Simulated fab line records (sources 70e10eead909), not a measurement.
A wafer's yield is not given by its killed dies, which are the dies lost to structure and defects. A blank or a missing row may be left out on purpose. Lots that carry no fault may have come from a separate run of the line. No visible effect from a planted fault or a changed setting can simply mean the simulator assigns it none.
Comparing a struck lot with a sound one :: flow nand_harc :: 15 steps out of a route of 1159
Sound: the wafers L889.1, L889.2, L889.4. Struck: wafer L885.5; the same lot's L885.6 was not struck, so it is left out; see the end for the cause.
For every step that has rows: the tool of each side, followed by ch and its chambers, followed by its first start. Under that, the readings that differ: sound wafers :: struck wafers :: difference of the means :: sigmas: that difference in standard deviations of wafers without a fault.
alike: same words and numbers on both sides, and readings whose means sit less than 2 such deviations apart. not compared: any withheld reading, any reading some wafer has no value for, any bound like >300 that may hide the same value, and any number with overlapping values for which the record gives no deviation.
Wherever a step has rows on one side only, a row that says differs or no value, or a row with sigmas, the two part there. When numbers do not overlap yet have no deviation, they are printed without sigmas and do not part them. A reading missing from all wafers of one side parts the sides only when that side holds two or more wafers.

first, 8 steps without rows for these wafers: NHARC_A_BLC_COAT_02 (time 75 s); NHARC_A_BLC_COAT_03 (time 65 s); NHARC_A_BLC_COAT_04 (resist thk 90 nm); NHARC_A_BLC_SOFTBAKE_05 (time 55 s); NHARC_A_BLC_EBR_06; NHARC_A_BLC_EXPOSE_07 (exposes mask A BLC, target cd 100 nm); NHARC_A_BLC_PEB_08 (peb time 65 s); NHARC_A_BLC_DEVELOP_09 (develop time 35 s).
NHARC_A_BLC_CD_MEAS_10 targets a cd of 100 nm.
  sound on cd_sem-02 ch 0, day 22 20:35; struck on cd_sem-02 ch 0, day 22 03:24
  alike: cd_nm
NHARC_A_BLC_OVL_MEAS_11:
  sound: overlay-02 at day 22 20:41; struck: overlay-01 at day 22 03:29
  alike: overlay_x_nm, overlay_y_nm
NHARC_A_BLC_INSPECT_12:
  sound: defect_inspect-01 at day 22 20:43; struck: defect_inspect-01 at day 22 03:31
  alike: raw_defect_count
NHARC_A_BLC_DESCUM_15: chemistry O2, time 3 s.
  sound on rie_diel-04 ch 0,1,3, day 22 20:47; struck on rie_diel-10 ch 3, day 22 03:37
reading: showerhead_plenum_p_Torr (Torr)
sound: 1.95 2.01 1.99
struck: 1.83
difference: -0.15
sigmas: -2
  alike: drypump_motor_current_A, oes_product_au, rf_vpp_V, throttle_valve_pct
  not compared: rf_hours_counter_h
NHARC_A_BLC_ETCH_16: etches the open film in CF4, target depth 39 nm, time 65 s.
  sound on rie_diel-04 ch 0,1,3, day 22 20:53; struck on rie_diel-10 ch 0, day 22 03:41
reading: oes_product_au (a.u.)
sound: 1.012 1.007 1.001
struck: 0.850
difference: -0.157
sigmas: -17

reading: showerhead_plenum_p_Torr (Torr)
sound: 1.85 1.84 1.80
struck: 1.71
difference: -0.12
sigmas: -2
  alike: drypump_motor_current_A, rf_fwd_power_W, rf_vpp_V, throttle_valve_pct
  not compared: rf_hours_counter_h
NHARC_A_BLC_ETCH_17: etches the open film in N2/H2, target depth 390 nm, time 609.38 s.
  sound on rie_diel-04 ch 0,1; struck on rie_diel-10 ch 1
reading: throttle_valve_pct (%)
sound: 14.178 14.171 14.162
struck: 14.192
difference: +0.022
sigmas: +3
  alike: drypump_motor_current_A, n2_flow_sccm, oes_product_au, rf_fwd_power_W, rf_vpp_V, showerhead_plenum_p_Torr
  not compared: rf_hours_counter_h
-- jump in the record: it breaks off in module A_BLC and resumes in module END (first step shown: number 1159 of the route), and 2 days separate the struck wafers' starts before and after --
NHARC_END_SORT_01:
  here the record holds rows for the struck wafers (prober-01 ch 0, day 24 09:05) but none for the sound ones

WHERE THEY PART
Earliest at NHARC_A_BLC_DESCUM_15; latest, in this record, at NHARC_END_SORT_01.

WHY: the cause the simulator had injected
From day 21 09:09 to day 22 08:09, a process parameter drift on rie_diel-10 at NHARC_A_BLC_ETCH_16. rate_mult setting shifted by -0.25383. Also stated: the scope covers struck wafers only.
